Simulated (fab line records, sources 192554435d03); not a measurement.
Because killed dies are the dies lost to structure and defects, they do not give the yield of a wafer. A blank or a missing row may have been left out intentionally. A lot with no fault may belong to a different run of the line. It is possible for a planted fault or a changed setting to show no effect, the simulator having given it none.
Matching of chambers	flow n5_finfet	N5_FIN_SAQP_PECVD_48 on pecvd-02: 3 sister chambers
The step deposits SiNx from SiH4/NH3/N2, target thk 25 nm, time 22.1 s. 3 wafers are shown with their chamber, then 7 later ones without.

WAFERS WITH THEIR CHAMBER
wafer	chamber	throttle_valve_pct (%)
L085.2	2	38.4
L089.1	1	40.3
L089.2	0	43.3

WAFERS WITH NO CHAMBER GIVEN
wafer	throttle_valve_pct (%)
L089.5	40.2
L091.1	38.6
L091.2	40.4
L091.6	43.4
L093.1	43.7
L093.2	38.9
L093.3	40.2

WHICH CHAMBER EACH ONE RAN IN
wafer	from the rows above	in truth
L089.5	1	1
L091.1	2	2
L091.2	1	1
L091.6	0	0
L093.1	0	0
L093.2	2	2
L093.3	1	1
Correctly placed: 7 of 7. Not placeable from these rows: 0. Wrongly placed: 0.
How it was worked out, from the rows above alone: a wafer's distance from a chamber is the root of the sum, over the readings, of the square of ((its reading less the chamber's mean) divided by the reading's scatter). If the next closest chamber is less than 2 further off than the closest, the wafer can't be placed; otherwise it belongs to the closest. A chamber's mean is the mean of its shown wafers. The scatter: root of mean squared gap, hidden wafer to nearest shown wafer, with one shown wafer a chamber.
